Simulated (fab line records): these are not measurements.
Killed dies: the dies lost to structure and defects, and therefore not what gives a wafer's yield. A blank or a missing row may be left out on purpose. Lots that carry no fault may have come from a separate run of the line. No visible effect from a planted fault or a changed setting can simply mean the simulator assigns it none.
fab line records | flow nandHarc
[record] lots = 5 wafers = 15 lastDay = 25
route steps=1159 shown P_GATE@126
lots that met no fault: taken from a fault-free run of the same line
startH: the number of hours between the record's first day and the start of the first shown wafer of the lot | waitH: hours since the lot's step before | " unchanged from the row above | L1.1+2: several wafers, shown together as one row | - value missing, or start not given | * or withheld: withheld | < > ~ a bound
route shown NAME@n: names a module that has steps shown in the file, with the first one's number in the route | usual: the fault-free wafers' mean and standard deviation | same: alike in all rows | chamber/n: place in a boat | sites: readings site by site | _std_site: their standard deviation | _edge_site: the outer-site mean with the inner-site mean subtracted | radiusMm: how far each site lies from the wafer's centre | mask NAME#n: copy n | behind: the most recent tool/chamber to have shaped the wafer | hold: the reason the lot was held/the length of the hold in hours/how it ended | device: which transistor (n, p or np) failed to switch | end of line: at the end of the route, the tests of the same wafers | where a step has no rows: the recipe by itself | killed: not the wafer's yield, but the dies lost to structure and defects at the first sort | map: the dies of a wafer, with x for killed, . for not killed, _ for no die there
set.NAME: the setting that was run; set.NAME@STEP: the one run at that earlier step | model.NAME: the simulator's own value behind a step, which no gauge read
lots at some steps of the route; a table a step, a row a wafer
services: the hour from which a tool's chamber was out of use, counted from the record's first day as startH (under 0 if before that day), plus the number of hours and why
[[steps]]
[step NHARC_P_GATE_STRIP_15]
[recipe] timeS = 780 tempC = 130 chemistry = SPM
[step NHARC_P_GATE_PRECLEAN_71]
[recipe] timeS = * tempC = 50 bathAgeMin = 0 chemistry = SC1
[step NHARC_P_GATE_SRD_72]
[step NHARC_P_GATE_OXIDE_16]
[recipe] targetThkA = 30 tempC = 875 oxTimeS = 392 material = SiO2
[step NHARC_P_GATE_CVD_17]
[recipe] targetThkA = 1500 tempC = 620 timeS = 900 material = poly-Si
[step NHARC_P_GATE_HM_DEP_102]
[recipe] targetThkA = 1200 tempC = 400 material = aC
[usual] throttleValvePct = 35.000/0.0093
// columns lot.wafer tool chamber startH waitH throttleValvePct
L457.1 aclDep-03 0 143.81 0.4 34.987
L457.4 " 0 " " 35.003
L457.5 " 0 " " 35.005
L458.2 aclDep-03 0 145.20 1.8 35.006
L458.4 " 0 " " 35.011
L458.5 " 0 " " 35.000
L461.2 aclDep-02 0 167.31 2.5 35.000
L461.3 " 0 " " 34.992
L461.4 " 0 " " 35.005
L470.3 aclDep-01 0 219.66 1.0 35.012
L470.5 " 0 " " 34.983
L470.6 " 0 " " 34.987
L472.3 aclDep-01 0 226.53 3.6 34.992
L472.5 " 0 " " 35.007
L472.6 " 0 " " 34.990
[step NHARC_P_GATE_DEP_103]
[recipe] targetThkA = 300 targetThkNm = 30 tempC = 400 flowSccm = 200 rfW = 350 material = SiON
[usual] heaterPowerW = 727/94
// columns lot.wafer tool chamber startH waitH heaterPowerW
L457.1 pecvd-04 0 144.53 0.6 696
L457.4 " 1 " " 532
L457.5 " 2 " " 651
L458.2 pecvd-04 0 145.75 0.4 791
L458.4 " 1 " " 547
L458.5 " 2 " " 768
L461.2 pecvd-03 0 167.89 0.5 785
L461.3 " 1 " " 563
L461.4 " 1 " " 570
L470.3 pecvd-04 1 220.16 0.4 593
L470.5 " 2 " " 707
L470.6 " 0 " " 714
L472.3 pecvd-04 0 227.04 0.4 746
L472.6 " 1 " " 593
L472.5 " 0 " " 728
[step NHARC_P_GATE_DEHYDRATE_18]
[recipe] tempC = 150 timeS = 120
[step NHARC_P_GATE_HMDS_19]
[recipe] timeS = 30
[step NHARC_P_GATE_COAT_20]
[recipe] spinRpm = 1500 resistThkNm = 90
[step NHARC_P_GATE_SOFTBAKE_21]
[recipe] tempC = 105 timeS = 55
[step NHARC_P_GATE_EBR_22]
[step NHARC_P_GATE_EXPOSE_23]
[recipe] na = 1.35 targetCdNm = 120 doseMj = 93.91 maskId = P_GATE
// columns lot.wafer tool chamber startH waitH mask
L457.1+4+5 arfiScanner-01 0 144.88 - P_GATE#0
L458.2+4+5 arfiScanner-02 0 146.17 - P_GATE_R1#0
L461.2+3+4 arfiScanner-03 0 168.40 - P_GATE#0
L470.3+5+6 arfiScanner-03 0 220.52 - P_GATE#0
L472.3+5+6 arfiScanner-02 0 227.54 - P_GATE#0
[step NHARC_P_GATE_PEB_24]
[recipe] pebTempC = 100 pebTimeS = 65
[step NHARC_P_GATE_DEVELOP_25]
[recipe] developTimeS = 35 devTempC = 23
[step NHARC_P_GATE_CD_MEAS_26]
[recipe] targetCdNm = 120 landingEnergyEv = 500
[usual] cdNm = 120.1/0.61
// columns lot.wafer tool chamber startH waitH cdNm
L457.1 cdSem-01 0 145.02 - 120.6
L457.4 " 0 " " 120.7
L457.5 " 0 " " 119.5
L458.2 cdSem-03 0 146.31 - 112.6
L458.4 " 0 " " 113.4
L458.5 " 0 " " 112.4
L461.2 cdSem-03 0 168.54 - 120.3
L461.3 " 0 " " 120.4
L461.4 " 0 " " 120.6
L470.3 cdSem-02 0 220.66 - 120.3
L470.5 " 0 " " 120.1
L470.6 " 0 " " 120.2
L472.3 cdSem-02 0 227.67 - 120.3
L472.5 " 0 " " 121.3
L472.6 " 0 " " 120.4
[step NHARC_P_GATE_OVL_MEAS_27]
[usual] overlayXNm = 0.0/0.82 overlayYNm = 0.0/0.71
// columns lot.wafer tool chamber startH waitH overlayXNm overlayYNm
L457.1 overlay-01 - 145.11 - -2.1 -0.3
L457.4 " - " " -1.0 -0.7
L457.5 " - " " -1.1 -0.8
L458.2 overlay-02 - 146.41 - 0.8 -1.8
L458.4 " - " " 0.1 -0.9
L458.5 " - " " 0.6 -1.9
L461.2 overlay-02 - 168.63 - 0.6 -1.0
L461.3 " - " " 0.9 -0.9
L461.4 " - " " 0.4 -1.2
L470.3 overlay-01 - 220.74 - -0.7 0.1
L470.5 " - " " -1.4 0.3
L470.6 " - " " -0.7 0.2
L472.3 overlay-02 - 227.76 - 1.1 -0.5
L472.5 " - " " 1.1 -0.9
L472.6 " - " " 0.8 -0.8
[step NHARC_P_GATE_INSPECT_28]
[usual] rawDefectCount = 6.6/2.9
// columns lot.wafer tool chamber startH waitH rawDefectCount
L457.1 defectInspect-01 - 145.15 0.0 6
L457.4 " - " " 5
L457.5 " - " " 6
L458.2 defectInspect-01 - 146.45 0.0 1
L458.4 " - " " 3
L458.5 " - " " 5
L461.2 defectInspect-01 - 168.66 0.0 4
L461.3 " - " " 5
L461.4 " - " " 2
L470.3 defectInspect-02 - 220.78 0.0 6
L470.5 " - " " 5
L470.6 " - " " 6
L472.3 defectInspect-01 - 227.79 0.0 4
L472.5 " - " " 3
L472.6 " - " " 8
[step NHARC_P_GATE_DESCUM_31]
[recipe] timeS = 3 o2FlowSccm = 200 arFlowSccm = 0 biasPowerW = 0 chemistry = O2
[usual] drypumpMotorCurrentA = 5.7/0.4 oesProductAu = 0.997/0.01 rfVppV = 57.8/0.87 showerheadPlenumPTorr = 1.91/0.077 throttleValvePct = 11.312/0.008
// columns lot.wafer tool chamber startH waitH drypumpMotorCurrentA oesProductAu rfHoursCounterH rfVppV showerheadPlenumPTorr throttleValvePct model.P_GATE.cdNm
L457.4 rieDiel-13 3 145.22 0.1 5.9 0.991 6 57.9 1.97 11.323 120.6
L457.1 " 0 " " 5.2 0.998 6 57.2 1.82 11.315 120.6
L457.5 " 2 " " 6.0 0.999 - 56.5 1.85 11.314 120.3
L458.2 rieDiel-07 1 146.53 0.1 5.6 1.004 32 58.6 1.91 11.308 112.1
L458.4 " 3 " " 5.2 1.001 32 57.0 1.91 11.313 113.7
L458.5 " 0 " " 5.8 1.006 - 58.6 2.07 11.308 112.7
L461.2 rieDiel-07 3 168.73 0.1 5.3 0.983 43 58.4 1.90 11.308 120.7
L461.4 " 0 " " 5.8 0.995 43 58.8 2.06 11.302 121.1
L461.3 " 1 " " 5.7 0.992 41 56.6 1.91 11.324 120.8
L470.3 rieDiel-01 0 220.87 0.1 6.7 1.017 30 59.2 1.79 11.304 120.6
L470.5 " 1 " " 5.1 1.005 - 57.2 1.82 11.293 120.1
L470.6 " 2 " " 6.0 1.001 - 57.6 1.98 11.307 119.6
L472.3 rieDiel-13 3 227.85 0.1 5.9 1.012 24 58.7 1.97 11.311 120
L472.6 " 3 " " 5.9 1.008 - 58.5 1.97 11.311 120.8
L472.5 " 0 " " 5.2 1.000 - 58.0 1.82 11.319 121.8
[step NHARC_P_GATE_ETCH_104]
[recipe] targetDepthA = 600 timeS = withheld cf4FlowSccm = 100 chf3FlowSccm = 30 arFlowSccm = 0 rfW = 500 biasW = 200 chemistry = CF4/CHF3
[usual] biasW = 200.1/0.59 cf4FlowSccm = 100.1/0.33 drypumpMotorCurrentA = 5.7/0.37 oesProductAu = 0.941/0.02 rfVppV = 370.6/2.2 showerheadPlenumPTorr = 1.57/0.06 throttleValvePct = 16.805/0.0091
// columns lot.wafer tool chamber startH waitH biasW cf4FlowSccm drypumpMotorCurrentA oesProductAu rfVppV showerheadPlenumPTorr throttleValvePct
L457.4 rieDiel-13 2 145.29 0.1 200.8 100.3 6.0 0.969 367.8 1.52 16.801
L457.1 " 0 " " 199.5 99.9 5.2 0.986 367.9 1.50 16.807
L457.5 " 2 " " 200.4 100.5 5.9 0.969 370.4 1.52 16.790
L458.2 rieDiel-07 2 146.61 0.1 199.9 99.7 5.9 0.920 372.3 1.60 16.788
L458.4 " 3 " " 200.7 99.8 5.3 0.914 370.1 1.57 16.804
L458.5 " 1 " " 200.7 100.3 5.6 0.917 370.1 1.57 16.796
L461.3 rieDiel-07 3 168.81 0.1 200.4 99.7 5.3 0.922 369.9 1.57 16.803
L461.4 " 0 " " 199.5 100.7 5.8 0.968 374.7 1.69 16.800
L461.2 " 1 " " 199.2 100.3 5.7 0.950 370.7 1.57 16.804
L470.3 rieDiel-01 2 220.93 0.1 200.4 100.2 6.0 0.924 374.4 1.62 16.812
L470.6 " 2 " " 198.5 99.8 6.0 0.916 370.6 1.62 16.813
L470.5 " 3 " " 200.5 100.9 5.3 0.915 370.1 1.55 16.794
L472.3 rieDiel-13 3 227.95 0.1 201.1 99.9 6.0 0.925 370.1 1.62 16.814
L472.5 " 1 " " 201.1 99.9 5.4 0.917 369.2 1.51 16.813
L472.6 " 2 " " 200.4 99.9 5.9 0.932 369.6 1.52 16.802
[step NHARC_P_GATE_HM_OPEN_105]
[recipe] targetDepthA = 3600 o2FlowSccm = 400 cosFlowSccm = 20 arFlowSccm = 0 rfW = 500 biasW = 300 chemistry = O2/COS
[usual] biasW = 300.1/0.9 drypumpMotorCurrentA = 5.7/0.39 oesProductAu = 0.995/0.0097 rfVppV = 467.0/2.7 showerheadPlenumPTorr = 3.12/0.12 throttleValvePct = 28.330/0.0089
// columns lot.wafer tool chamber startH waitH biasW drypumpMotorCurrentA oesProductAu rfHoursCounterH rfVppV showerheadPlenumPTorr throttleValvePct
L457.1 rieDiel-13 0 - - 302.2 5.2 0.995 6 464.4 2.98 28.320
L457.4 " 2 " " 300.1 6.0 0.996 6 466.0 3.02 28.330
L457.5 " 1 " " 299.3 5.4 0.998 - 463.9 3.01 28.329
L458.2 rieDiel-07 3 - - 301.7 5.3 0.984 32 465.9 3.11 28.336
L458.4 " 0 " " 299.5 5.8 0.996 32 473.2 3.36 28.312
L458.5 " 1 " " 299.4 5.7 0.990 - 468.1 3.12 28.342
L461.3 rieDiel-07 0 - - 299.1 5.8 0.999 43 472.7 3.35 28.309
L461.2 " 2 " " 300.5 6.0 0.980 41 468.0 3.16 28.323
L461.4 " 3 " " 299.7 5.3 0.982 43 464.8 3.11 28.339
L470.3 rieDiel-01 0 - - 299.5 6.7 1.013 30 462.3 2.93 28.328
L470.5 " 1 " " 301.6 5.1 1.011 - 463.5 2.98 28.310
L470.6 " 2 " " 298.3 6.0 0.994 - 469.6 3.22 28.337
L472.3 rieDiel-13 1 - - 299.3 5.4 0.986 23 463.7 3.00 28.332
L472.5 " 1 " " 299.7 5.5 0.983 - 462.7 3.00 28.330
L472.6 " 2 " " 300.8 6.0 1.004 - 464.7 3.01 28.333
[step NHARC_P_GATE_STRIP_106]
[recipe] o2FlowSccm = 400 cosFlowSccm = 20 arFlowSccm = 0 biasW = 0 chemistry = O2/COS
[step NHARC_P_GATE_ETCH_114]
[recipe] targetDepthA = 300 overetchA = 30 timeS = 16.5 ionEnergyEv = 100 cf4FlowSccm = 80 o2FlowSccm = 20 arFlowSccm = 0 rfW = 300 biasW = 100 chemistry = CF4/O2
[step NHARC_P_GATE_ETCH_32]
[recipe] targetDepthA = 1500 overEtchFrac = 1 overEtchIonEnergyEv = 40 timeS = 100.1 hbrFlowSccm = 150 cl2FlowSccm = 50 rfW = 400 icpW = 400 biasW = 100 chemistry = HBr/Cl2
[usual] biasW = 100.02/0.27 drypumpMotorCurrentA = 5.8/0.55 oesProductAu = 1.003/0.011 throttleValvePct = 26.406/0.0096
// columns lot.wafer tool chamber startH waitH biasW drypumpMotorCurrentA oesProductAu rfHoursCounterH throttleValvePct model.P_GATE.cdNm
L457.4 rieSi-06 0 145.71 - 99.76 6.3 1.001 1.4 26.426 124.3
L457.1 " 2 " " 99.82 5.3 1.019 1.1 26.399 118.4
L457.5 " 0 " " 99.75 6.3 1.004 - 26.398 119.9
L458.4 rieSi-04 0 147.07 - 99.84 5.0 1.008 0.2 26.404 113
L458.2 " 2 " " 99.89 6.5 1.019 0.3 26.419 109.2
L458.5 " 0 " " 99.92 5.0 1.011 - 26.408 113.1
L461.3 rieSi-04 2 169.26 - 100.16 6.5 1.009 0.5 26.415 117.4
L461.2 " 3 " " 100.36 5.7 1.003 0.5 26.395 122.3
L461.4 " 1 " " 100.22 5.6 0.992 0.4 26.415 121.1
L470.3 rieSi-04 1 221.34 - 100.31 5.6 0.998 0.7 26.411 120.8
L470.5 " 2 " " 100.26 6.5 1.011 - 26.415 114.5
L470.6 " 3 " " 100.09 5.7 1.013 - 26.412 117.2
L472.3 rieSi-03 2 228.35 - 100.36 6.6 1.008 0.5 26.408 117.2
L472.5 " 0 " " 99.96 6.0 0.994 - 26.394 119.9
L472.6 " 1 " " 99.61 4.8 0.994 - 26.392 124.2
[step NHARC_P_GATE_STRIP_108]
[recipe] o2FlowSccm = 500 arFlowSccm = 0 biasW = 0 chemistry = O2
[usual] drypumpMotorCurrentA = 5.7/0.47 oesProductAu = 0.996/0.011 rfVppV = 57.7/0.88 showerheadPlenumPTorr = 3.50/0.14 throttleValvePct = 17.036/0.0092
[same] biasW = 0
// columns lot.wafer tool chamber startH waitH drypumpMotorCurrentA oesProductAu rfHoursCounterH rfVppV showerheadPlenumPTorr throttleValvePct
L457.1 rieDiel-13 0 145.89 - 5.2 0.985 6 57.9 3.37 17.048
L457.4 " 1 " " 5.4 0.989 6 57.5 3.40 17.033
L457.5 " 3 " " 6.0 1.002 - 57.4 3.63 17.031
L458.2 rieDiel-01 2 147.25 - 6.0 1.003 0 59.6 3.65 17.043
L458.4 " 3 " " 5.3 0.988 0 57.4 3.50 17.036
L458.5 " 1 " " 5.1 1.008 - 57.1 3.38 17.039
L461.4 rieDiel-13 0 169.42 - 5.2 0.991 12 57.5 3.37 17.017
L461.2 " 2 " " 6.0 0.995 11 57.0 3.41 17.039
L461.3 " 3 " " 6.0 0.992 12 58.9 3.63 17.031
L470.3 rieDiel-07 3 221.54 - 5.3 0.984 61 57.2 3.50 17.040
L470.6 " 0 " " 5.7 1.012 - 59.3 3.77 17.043
L470.5 " 1 " " 5.6 0.988 - 58.6 3.51 17.047
L472.3 rieDiel-13 0 228.50 - 5.2 1.000 24 57.1 3.36 17.031
L472.5 " 3 " " 6.0 1.001 - 57.4 3.62 17.036
L472.6 " 0 " " 5.2 1.001 - 58.6 3.36 17.020
[[services]]
// columns tool chamber startH hours kind
aclDep-02 - 123.73 0.4 repair
rieSi-04 0 135.46 8.2 repair
rieDiel-01 0 136.38 7.9 repair
arfiScanner-02 - 137.03 0.4 repair
rieDiel-01 - 137.93 9.0 pm
arfiScanner-03 - 140.00 4.0 pm
pecvd-03 - 150.60 2.3 repair
rieSi-03 - 155.00 9.0 pm
arfiScanner-01 - 163.27 23.8 repair
aclDep-02 - 169.96 13.0 pm
rieSi-03 - 171.59 0.4 repair
rieSi-04 1 175.82 28.9 repair
pecvd-04 2 177.51 5.0 repair
rieDiel-07 3 178.24 7.3 repair
arfiScanner-02 - 181.79 8.6 repair
rieSi-06 - 183.00 9.0 pm
pecvd-04 - 195.00 13.0 pm
arfiScanner-01 - 196.00 4.0 pm
rieSi-03 - 198.87 0.1 repair
rieSi-04 0 220.33 8.8 repair
arfiScanner-01 - 222.25 0.4 repair
aclDep-03 - 224.11 13.0 pm
rieSi-04 - 227.60 1.0 repair
rieDiel-07 - 228.51 9.0 pm
[[key]]
[firstSign] step = NHARC_P_GATE_EXPOSE_23 reading = mask direction = changed
[effect] step = NHARC_P_GATE_CD_MEAS_26 reading = cdNm direction = down sigmas = 12 usual = 120.1 struck = 112.8
[modelEffect] step = NHARC_P_GATE_DESCUM_31 value = P_GATE.cdNm without = 120.5 struck = 112.9
[modelEffect] step = NHARC_P_GATE_ETCH_32 value = P_GATE.cdNm without = 119.4 struck = 111.8
metAt NHARC_P_GATE_EXPOSE_23
struckWafers L458.2,L458.4,L458.5
testerLeftOut L458
[fault] kind = wrongMask tool = any chamber = - onsetH = 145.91 steps = NHARC_P_GATE_EXPOSE_23 auxCopy = P_GATE_R1#0 cdOffsetNm = -7.6045 scope = struckLotsOnly
// testerLeftOut: of these lots the tester's yield and bins aren't shown, on N5 and GAA mostly nor the transistor test; their killed dies are dies lost to structure and defects alone, not to doping, threshold or leakage, so they don't give the yield
